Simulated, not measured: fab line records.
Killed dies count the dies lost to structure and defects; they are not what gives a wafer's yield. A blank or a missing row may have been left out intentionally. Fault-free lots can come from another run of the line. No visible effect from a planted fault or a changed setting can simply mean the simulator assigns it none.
Split-lot trial || flow n5Finfet || 21 wafers read from 7 lots, route of 1938 steps

SPLIT DETAILS
At N5_BEOL_M8_ETCH_61 (etches SiARC in CF4, target depth 45.5 nm, time 75.8 s), the setting biasW was moved away from the recipe's 36 W on 9 of the 21 wafers read, by -13.9% to +15.5%. The other wafers ran this setting at the recipe's value.

Reading taken at the split's own step.

THE READING
rfVppV, in V, at N5_BEOL_M8_ETCH_61 (etches SiARC in CF4, target depth 45.5 nm, time 75.8 s). Fault-free wafers of this fab line usually give 184.0 V, standard deviation 1.2 V.

{"wafer": "L075.1", "tool, chamber at the split": "rieDiel-03, 0", "biasW as run, W": 40.5, "against the recipe": "+12.5%", "rfVppV, V": 199.9, "against lot-mates on the recipe": "no lot-mate on the recipe"}
{"wafer": "L075.2", "tool, chamber at the split": "rieDiel-03, 1", "biasW as run, W": 40.5, "against the recipe": "+12.5%", "rfVppV, V": 197.3, "against lot-mates on the recipe": "no lot-mate on the recipe"}
{"wafer": "L075.4", "tool, chamber at the split": "rieDiel-03, 2", "biasW as run, W": 40.5, "against the recipe": "+12.5%", "rfVppV, V": 199.4, "against lot-mates on the recipe": "no lot-mate on the recipe"}
{"wafer": "L082.2", "tool, chamber at the split": "rieDiel-05, 1", "biasW as run, W": 32.81, "against the recipe": "-8.9%", "rfVppV, V": 172.5, "against lot-mates on the recipe": -11.4}
{"wafer": "L082.3", "tool, chamber at the split": "rieDiel-05, 2", "biasW as run, W": 32.81, "against the recipe": "-8.9%", "rfVppV, V": 171.4, "against lot-mates on the recipe": -12.5}
{"wafer": "L082.5", "tool, chamber at the split": "rieDiel-05, 3", "biasW as run, W": 36, "against the recipe": "recipe", "rfVppV, V": 183.9, "against lot-mates on the recipe": "-"}
{"wafer": "L085.4", "tool, chamber at the split": "rieDiel-01, 2", "biasW as run, W": 36, "against the recipe": "recipe", "rfVppV, V": 185.2, "against lot-mates on the recipe": "-"}
{"wafer": "L085.5", "tool, chamber at the split": "rieDiel-01, 2", "biasW as run, W": 36, "against the recipe": "recipe", "rfVppV, V": 185.6, "against lot-mates on the recipe": "-"}
{"wafer": "L085.6", "tool, chamber at the split": "rieDiel-01, 1", "biasW as run, W": 37.97, "against the recipe": "+5.5%", "rfVppV, V": 191.0, "against lot-mates on the recipe": "+5.6"}
{"wafer": "L086.2", "tool, chamber at the split": "rieDiel-01, 0", "biasW as run, W": 36, "against the recipe": "recipe", "rfVppV, V": 184.1, "against lot-mates on the recipe": "-"}
{"wafer": "L086.3", "tool, chamber at the split": "rieDiel-01, 1", "biasW as run, W": 36, "against the recipe": "recipe", "rfVppV, V": 186.1, "against lot-mates on the recipe": "-"}
{"wafer": "L086.4", "tool, chamber at the split": "rieDiel-01, 2", "biasW as run, W": 32.66, "against the recipe": "-9.3%", "rfVppV, V": 175.2, "against lot-mates on the recipe": -9.9}
{"wafer": "L087.1", "tool, chamber at the split": "rieDiel-05, 1", "biasW as run, W": 36, "against the recipe": "recipe", "rfVppV, V": 184.0, "against lot-mates on the recipe": "-"}
{"wafer": "L087.2", "tool, chamber at the split": "rieDiel-05, 2", "biasW as run, W": 31, "against the recipe": "-13.9%", "rfVppV, V": 165.3, "against lot-mates on the recipe": -18.6}
{"wafer": "L087.6", "tool, chamber at the split": "rieDiel-05, 1", "biasW as run, W": 36, "against the recipe": "recipe", "rfVppV, V": 183.9, "against lot-mates on the recipe": "-"}
{"wafer": "L089.1", "tool, chamber at the split": "rieDiel-01, 0", "biasW as run, W": 36, "against the recipe": "recipe", "rfVppV, V": 185.5, "against lot-mates on the recipe": "-"}
{"wafer": "L089.2", "tool, chamber at the split": "rieDiel-01, 2", "biasW as run, W": 36, "against the recipe": "recipe", "rfVppV, V": 186.5, "against lot-mates on the recipe": "-"}
{"wafer": "L089.4", "tool, chamber at the split": "rieDiel-01, 3", "biasW as run, W": 36, "against the recipe": "recipe", "rfVppV, V": 184.4, "against lot-mates on the recipe": "-"}
{"wafer": "L091.1", "tool, chamber at the split": "rieDiel-03, 3", "biasW as run, W": 36, "against the recipe": "recipe", "rfVppV, V": 182.0, "against lot-mates on the recipe": "-"}
{"wafer": "L091.4", "tool, chamber at the split": "rieDiel-03, 1", "biasW as run, W": 36, "against the recipe": "recipe", "rfVppV, V": 183.3, "against lot-mates on the recipe": "-"}
{"wafer": "L091.6", "tool, chamber at the split": "rieDiel-03, 1", "biasW as run, W": 41.57, "against the recipe": "+15.5%", "rfVppV, V": 200.8, "against lot-mates on the recipe": "+18.2"}

FIT RESULTS
A straight line over all 21 wafers: rfVppV changes by +1.2 V for each +1% of biasW; r = +0.99; the points scatter about the line by 1.5 V.
The same after taking each lot's own level away (the mean of its wafers on the recipe; 18 wafers): +1.23 V for each +1%; r = +0.99; scatter 0.93 V.
That fit puts the effect of the largest move of biasW on the reading at 19 V.
Measured against the standard deviation above, the lots' own levels, which go from 182.65 to 185.47 V, span 2.3 times it.
The two slopes agree, so the slope changes little with the lot-to-lot level.
Check: +19.4 V against its lot-mates is what the line predicts for one of the wafers moved furthest among these (+15.5%) when that wafer is left out of the fit. Against them it came out at +18.2 V.
Tool readings at the split's step, against how far the setting was moved: rfVppV r = +0.99.

THE OTHER SPLITS THESE WAFERS WENT THROUGH
These wafers also went through other splits before the reading. Each is held against what the fit with the lots' levels taken away leaves over:
{"other split on the same wafers": "N5_BEOL_M7_DESCUM_33 timeS", "wafers away from the commonest value": 5, "r with rfVppV (lot level and that fit taken away)": "+0.34"}

FILE'S OWN FIT
rfVppV changes by +1.23 V for each +1% of biasW, r = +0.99.
